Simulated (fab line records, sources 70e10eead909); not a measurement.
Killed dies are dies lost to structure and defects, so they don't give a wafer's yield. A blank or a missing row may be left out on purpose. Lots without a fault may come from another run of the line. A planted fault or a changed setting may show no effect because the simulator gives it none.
fab line records | flow nand_harc
record lots=13 wafers=39 last_day=24
route steps=1159 shown P_M2@331
lots that met no fault: from a run of the same line without faults
start_h: hours from the record's first day to the start of the lot's first wafer shown | wait_h: hours since the lot's step before | " the same as in the row above | L1.1+2: a row that stands for several wafers | - no value, or no start given | * or withheld: withheld | < > ~ a bound
route shown NAME@n: a module of which the file shows steps, and the number in the route of the first | usual: mean/standard deviation of fault-free wafers | same: alike in all rows | chamber/n: place in a boat | sites: the reading at each site | _std_site: their standard deviation | _edge_site: outer sites' mean less inner sites' | radius_mm: how far each site lies from the wafer's centre | mask NAME#n: copy n | behind: the tool/chamber that last shaped the wafer | hold: why the lot was held/for how many hours/how that ended | device: the transistor (n, p or np) that didn't switch | end of line: the same wafers' tests at the end of the route | a step without rows: its recipe alone | killed: dies lost to structure and defects at the first sort, not the wafer's yield | map: a wafer's dies, x killed, . not, _ none there
set.NAME: the setting as run; set.NAME@STEP: as run at that earlier step | model.NAME: the simulator's own value behind a step, which no gauge read
steps of the route over a sample of lots; a table a step, a row a wafer
services: from which hour (start_h, from the record's first day; less than 0 if before it) a tool's chamber was out of use, for how many hours, and why
## steps
# step NHARC_P_M2_DESCUM_14
# recipe time_s=3 o2_flow_sccm=200 ar_flow_sccm=0 bias_power_w=0 chemistry=O2
# usual drypump_motor_current_A=5.8/0.37 o2_flow_sccm=200.0/0.59 oes_product_au=1.002/0.017 rf_vpp_V=57.7/0.86 showerhead_plenum_p_Torr=1.92/0.076 throttle_valve_pct=11.311/0.0099
# columns lot.wafer tool chamber start_h wait_h drypump_motor_current_A o2_flow_sccm oes_product_au rf_hours_counter_h rf_vpp_V showerhead_plenum_p_Torr throttle_valve_pct
L489.3 rie_diel-11 0 136.21 0.1 5.6 199.9 0.980 4 58.2 1.98 11.327
L489.1 " 1 " " 5.3 200.3 1.018 4 58.9 1.95 11.309
L489.6 " 0 " " 5.6 199.8 0.972 - 58.0 1.97 11.322
L488.3 rie_diel-11 1 138.50 0.1 5.3 199.5 1.026 4 57.8 1.95 11.309
L488.2 " 3 " " 6.1 200.3 1.014 5 56.9 2.04 11.300
L488.5 " 0 " " 5.6 201.2 0.976 - 59.1 1.97 11.311
L490.3 rie_diel-11 3 145.72 0.1 6.1 199.6 1.008 5 57.4 2.04 11.310
L490.4 " 0 " " 5.6 198.5 0.979 5 56.6 1.97 11.327
L490.2 " 1 " " 5.3 199.8 1.027 4 57.9 1.95 11.299
L492.4 rie_diel-11 2 148.99 0.1 5.8 199.8 0.989 5 56.2 1.85 11.285
L492.1 " 3 " " 6.2 201.0 1.020 5 59.4 2.04 11.301
L492.5 " 1 " " 5.3 198.7 1.024 - 57.4 1.95 11.302
L491.3 rie_diel-11 1 149.90 0.1 5.3 200.3 1.025 5 59.5 1.95 11.308
L491.6 " 0 " " 5.7 199.7 0.980 - 57.9 1.97 11.304
L491.5 " 1 " " 5.3 200.1 1.033 - 57.5 1.95 11.296
L493.4 rie_diel-11 1 154.16 0.1 5.3 200.0 1.028 - 58.5 1.95 11.309
L493.5 " 2 " " 5.8 199.6 0.987 - 57.1 1.85 11.330
L493.6 " 3 " " 6.2 200.1 1.006 - 58.1 2.04 11.298
L495.2 rie_diel-11 2 167.90 0.1 5.7 200.4 0.991 6 58.2 1.85 11.306
L495.5 " 1 " " 5.3 200.1 1.028 - 59.8 1.95 11.313
L495.6 " 2 " " 5.7 200.0 0.984 - 57.2 1.85 11.305
L502.1 rie_diel-12 0 197.49 0.1 6.6 200.1 0.997 30 57.3 1.90 11.324
L502.4 " 2 " " 5.4 199.9 0.994 29 56.7 1.93 11.320
L502.5 " 1 " " 5.9 199.2 1.009 - 58.1 1.88 11.329
L501.3 rie_diel-11 1 203.25 0.1 5.3 200.7 1.040 0 58.4 1.95 11.303
L501.1 " 2 " " 5.7 199.3 0.986 0 57.6 1.85 11.309
L501.5 " 1 " " 5.3 200.3 1.030 - 57.7 1.95 11.309
L499.3 rie_diel-11 0 204.95 0.1 5.6 199.9 0.997 0 58.5 1.97 11.312
L499.1 " 1 " " 5.3 200.2 1.037 0 59.2 1.95 11.324
L499.5 " 3 " " 6.2 199.4 1.000 - 58.7 2.04 11.300
L507.3 rie_diel-12 1 238.15 0.1 5.9 199.8 1.009 2 57.9 1.88 11.314
L507.4 " 3 " " 6.3 200.4 1.033 3 56.8 1.79 11.302
L507.6 " 2 " " 5.4 199.7 1.002 - 57.8 1.93 11.329
L506.1 rie_diel-11 2 242.55 0.1 5.7 200.5 0.991 2 58.7 1.85 11.294
L506.2 " 3 " " 6.2 201.0 1.001 2 58.2 2.04 11.303
L506.6 " 2 " " 5.8 200.6 0.995 - 57.4 1.85 11.304
L510.1 rie_diel-11 2 252.06 0.1 5.7 200.4 0.993 2 57.4 1.85 11.326
L510.2 " 0 " " 5.6 200.2 0.993 2 57.4 1.97 11.314
L510.5 " 3 " " 6.2 199.9 1.006 - 58.6 2.04 11.307
# step NHARC_P_M2_ETCH_15
# recipe target_depth_a=1825 time_s=91.2 c4f8_flow_sccm=withheld ar_flow_sccm=400 rf_w=600 bias_w=300 chemistry=C4F8/Ar
# usual oes_product_au=0.951/0.026 rf_vpp_V=441.0/2.4
# columns lot.wafer tool chamber start_h wait_h oes_product_au rf_hours_counter_h rf_vpp_V
L489.3 rie_diel-11 3 - - 0.976 4 444.7
L489.1 " 0 " " 0.935 4 442.4
L489.6 " 1 " " 1.013 - 441.7
L488.2 rie_diel-11 0 - - 0.906 4 443.7
L488.3 " 1 " " 0.952 4 440.0
L488.5 " 1 " " 0.954 - 441.6
L490.2 rie_diel-11 0 - - 0.949 5 442.6
L490.4 " 2 " " 0.947 5 438.5
L490.3 " 3 " " 0.975 5 444.1
L492.4 rie_diel-11 0 - - 0.941 5 443.2
L492.1 " 1 " " 0.987 5 442.0
L492.5 " 3 " " 0.994 - 444.1
L491.3 rie_diel-11 3 - - 0.976 5 444.3
L491.6 " 3 " " 0.982 - 445.4
L491.5 " 0 " " 0.939 - 442.3
L493.5 rie_diel-11 1 - - 0.977 - 442.6
L493.4 " 2 " " 0.953 - 439.5
L493.6 " 3 " " 0.973 - 445.0
L495.2 rie_diel-11 1 - - 0.945 6 442.1
L495.6 " 0 " " 0.905 - 441.3
L495.5 " 1 " " 0.947 - 440.8
L502.1 rie_diel-12 2 - - 0.926 29 442.1
L502.4 " 3 " " 0.953 31 436.8
L502.5 " 1 " " 0.956 - 439.7
L501.3 rie_diel-11 3 - - 0.984 0 443.0
L501.1 " 0 " " 0.980 0 441.6
L501.5 " 3 " " 0.990 - 444.2
L499.3 rie_diel-11 3 - - 0.979 0 445.8
L499.1 " 2 " " 0.955 0 437.1
L499.5 " 3 " " 0.971 - 445.1
L507.4 rie_diel-12 1 - - 0.931 3 440.1
L507.3 " 2 " " 0.918 3 441.4
L507.6 " 3 " " 0.942 - 437.9
L506.2 rie_diel-11 0 - - 0.958 2 442.5
L506.1 " 3 " " 0.955 2 444.4
L506.6 " 0 " " 0.959 - 442.3
L510.1 rie_diel-11 2 - - 0.961 2 439.6
L510.2 " 1 " " 0.997 2 441.4
L510.5 " 3 " " 0.954 - 445.9
# step NHARC_P_M2_ECD_22
# recipe target_thk_a=4000 bath_temp_c=25 material=Cu
# columns lot.wafer tool chamber start_h wait_h
L489.1+3+6 ecd_cu-01 1,0,1 137.63 -
L488.2+3+5 ecd_cu-02 0,1,1 139.93 -
L490.2+4+3 ecd_cu-02 1,1,0 147.10 -
L492.1+4+5 ecd_cu-01 1,0,1 150.65 -
L491.3+5+6 ecd_cu-01 1,0,1 151.43 -
L493.4+6+5 ecd_cu-02 0,1,0 155.77 -
L495.2+5+6 ecd_cu-02 1,1,0 169.82 -
L502.1+4+5 ecd_cu-01 0,1,1 199.54 -
L501.1+3+5 ecd_cu-02 0 204.71 -
L499.1+3+5 ecd_cu-02 0,1,1 206.39 -
L507.4+3+6 ecd_cu-01 1,0,0 239.63 -
L506.2+1+6 ecd_cu-01 0,1,0 244.31 -
L510.2+1+5 ecd_cu-01 0,1,1 253.48 -
# step NHARC_P_M2_CMP_23
# recipe t_overpolish_s=20 target_thk_nm=144.3
# usual motor_current_A=12.0/1.5 slurry_filter_dp_kPa=13.51/0.14 time_to_endpoint_s=29/3.4
# columns lot.wafer tool chamber start_h wait_h motor_current_A slurry_filter_dp_kPa time_to_endpoint_s
L489.3 cmp-03 1 138.31 - 11.1 13.70 30
L489.1 " 2 " " 12.7 13.41 27
L489.6 " 1 " " 11.0 13.35 30
L488.2 cmp-03 2 140.61 - 12.5 13.46 27
L488.3 " 0 " " 10.3 13.42 32
L488.5 " 3 " " 15.2 13.57 31
L490.4 cmp-01 3 147.82 - 10.8 13.43 27
L490.3 " 0 " " 12.2 13.48 32
L490.2 " 1 " " 11.6 13.77 29
L492.1 cmp-03 2 151.72 - 12.2 13.68 29
L492.4 " 3 " " 14.3 13.55 31
L492.5 " 1 " " 11.9 13.47 33
L491.3 cmp-01 1 152.27 - 11.6 13.88 28
L491.5 " 2 " " 10.6 13.59 32
L491.6 " 3 " " 11.2 13.59 25
L493.4 cmp-02 1 156.51 - 12.0 13.53 31
L493.5 " 3 " " 13.0 13.43 25
L493.6 " 0 " " 14.8 13.63 19
L495.2 cmp-03 1 170.55 - 11.5 13.59 27
L495.6 " 1 " " 12.0 13.85 26
L495.5 " 2 " " 13.1 13.45 23
L502.1 cmp-01 3 200.29 - 10.8 13.50 28
L502.4 " 0 " " 12.9 13.55 31
L502.5 " 3 " " 11.0 13.46 26
L501.3 cmp-03 2 205.54 - 12.9 13.55 12
L501.1 " 3 " " 15.5 13.62 12
L501.5 " 2 " " 12.8 13.33 11
L499.3 cmp-03 2 207.12 - 12.3 13.20 10
L499.1 " 3 " " 15.5 13.45 14
L499.5 " 0 " " 10.5 13.27 15
L507.3 cmp-03 1 240.27 - 11.3 13.60 28
L507.4 " 3 " " 15.3 13.83 32
L507.6 " 1 " " 12.4 13.57 30
L506.1 cmp-01 3 245.07 - 11.0 13.53 26
L506.2 " 0 " " 12.8 13.39 32
L506.6 " 2 " " 10.8 13.57 32
L510.1 cmp-02 0 254.24 - 13.4 13.79 22
L510.2 " 2 " " 12.3 13.66 25
L510.5 " 1 " " 12.0 13.39 28
## services
# columns tool chamber start_h hours kind
cmp-02 - 129.96 4.0 pm
ecd_cu-01 - 133.24 1.6 repair
cmp-02 - 134.37 0.7 repair
cmp-03 - 144.96 1.5 repair
cmp-02 - 147.73 1.6 repair
rie_diel-11 0 152.29 2.6 repair
cmp-03 - 156.00 4.0 pm
cmp-01 - 158.02 2.4 repair
rie_diel-12 1 161.78 6.8 repair
ecd_cu-01 - 162.82 2.4 repair
cmp-01 - 168.16 0.5 repair
cmp-02 - 168.21 2.6 repair
rie_diel-11 3 168.26 18.9 repair
cmp-03 - 177.27 2.0 repair
cmp-01 - 179.64 4.0 pm
ecd_cu-02 - 180.16 8.0 pm
rie_diel-12 0 180.73 6.9 repair
rie_diel-11 - 189.50 9.0 pm
rie_diel-12 - 202.54 9.0 pm
cmp-03 - 215.34 7.8 repair
cmp-01 - 223.67 3.0 repair
rie_diel-12 1 232.61 3.2 repair
rie_diel-11 1 241.05 7.2 repair
cmp-03 - 254.00 4.0 pm
## key
first_sign step=NHARC_P_M2_CMP_23 reading=time_to_endpoint_s direction=down sigmas=4.7 usual=* struck=*
effect none on later readings
met_at NHARC_P_M2_ECD_22
struck_lots L499,L501
later_rows_left_out L499.1,L499.3,L499.5,L501.1,L501.3,L501.5
sort_left_out L499.1,L499.3,L499.5,L501.1,L501.3,L501.5
not_acting_at NHARC_P_M2_DESCUM_14,NHARC_P_M2_ETCH_15
onset_between 169.82 204.71
fault kind=process_parameter_drift tool=ecd_cu-02 chamber=- onset_h=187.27 steps=NHARC_P_M2_ECD_22 channel=target_thk_a offset=* shape=step end_h=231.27 acts_in=* stated=*
# sort_left_out: the simulated sort isn't trusted on such a fault, so these wafers' sort isn't shown, and their yield isn't known
# later_rows_left_out: the simulator's readings of these wafers behind a module that went badly wrong aren't trusted and aren't shown, but for the sort
